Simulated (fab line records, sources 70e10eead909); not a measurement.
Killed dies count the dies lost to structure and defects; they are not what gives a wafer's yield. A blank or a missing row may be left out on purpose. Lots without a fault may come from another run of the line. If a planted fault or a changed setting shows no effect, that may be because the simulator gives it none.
Chamber matching / flow nand-harc / NHARC_P_BONDPAD_CMP_19 on cmp-03 has 4 sister chambers
The step polishes, t overpolish 30 s, cu recess touch 16 s, target thk 160.81 nm. 7 wafers are shown with their chamber, then 9 later ones without.

WAFERS, EACH WITH ITS CHAMBER
wafer=L076.5; chamber=0; motor-current-A (A)=8.4; overpolish-run-s (s)=30.009
wafer=L080.6; chamber=1; motor-current-A (A)=11.0; overpolish-run-s (s)=29.993
wafer=L084.3; chamber=3; motor-current-A (A)=11.6; overpolish-run-s (s)=30.010
wafer=L084.6; chamber=2; motor-current-A (A)=12.5; overpolish-run-s (s)=30.014
wafer=L086.1; chamber=3; motor-current-A (A)=11.3; overpolish-run-s (s)=29.986
wafer=L086.2; chamber=2; motor-current-A (A)=12.9; overpolish-run-s (s)=29.998
wafer=L086.5; chamber=1; motor-current-A (A)=10.4; overpolish-run-s (s)=29.995

WAFERS WHOSE CHAMBER IS MISSING
wafer=L087.1; motor-current-A (A)=11.6; overpolish-run-s (s)=30.000
wafer=L087.5; motor-current-A (A)=8.3; overpolish-run-s (s)=30.004
wafer=L087.6; motor-current-A (A)=10.4; overpolish-run-s (s)=30.009
wafer=L089.2; motor-current-A (A)=11.2; overpolish-run-s (s)=29.989
wafer=L089.4; motor-current-A (A)=8.0; overpolish-run-s (s)=29.998
wafer=L089.6; motor-current-A (A)=11.9; overpolish-run-s (s)=30.000
wafer=L095.3; motor-current-A (A)=11.2; overpolish-run-s (s)=30.006
wafer=L095.4; motor-current-A (A)=12.0; overpolish-run-s (s)=29.998
wafer=L095.6; motor-current-A (A)=11.8; overpolish-run-s (s)=30.003

THE CHAMBER EACH PASSED THROUGH
wafer=L087.1; from the rows above=3; in truth=3
wafer=L087.5; from the rows above=0; in truth=0
wafer=L087.6; from the rows above=can't be placed: 1 or 3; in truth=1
wafer=L089.2; from the rows above=can't be placed: 3 or 1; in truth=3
wafer=L089.4; from the rows above=0; in truth=0
wafer=L089.6; from the rows above=can't be placed: 3 or 2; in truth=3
wafer=L095.3; from the rows above=can't be placed: 3 or 1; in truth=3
wafer=L095.4; from the rows above=can't be placed: 3 or 2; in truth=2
wafer=L095.6; from the rows above=can't be placed: 3 or 2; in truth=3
3 of 9 placed correctly. From these rows, 6 cannot be placed; in 6 the true chamber is one of the candidates. 0 placed wrongly.
How it was worked out, from the rows above alone: a wafer's distance from a chamber is the root of the sum, over the readings, of the square of ((its reading less the chamber's mean) divided by the reading's scatter). The wafer belongs to the nearest chamber; if the next one is less than 2 further off, it can't be placed. For every chamber, the mean is computed from those of its wafers that are shown. The scatter is the square root of a quotient: the sum, over the shown wafers, of each reading's squared deviation from its chamber's mean, divided by wafers minus chambers.
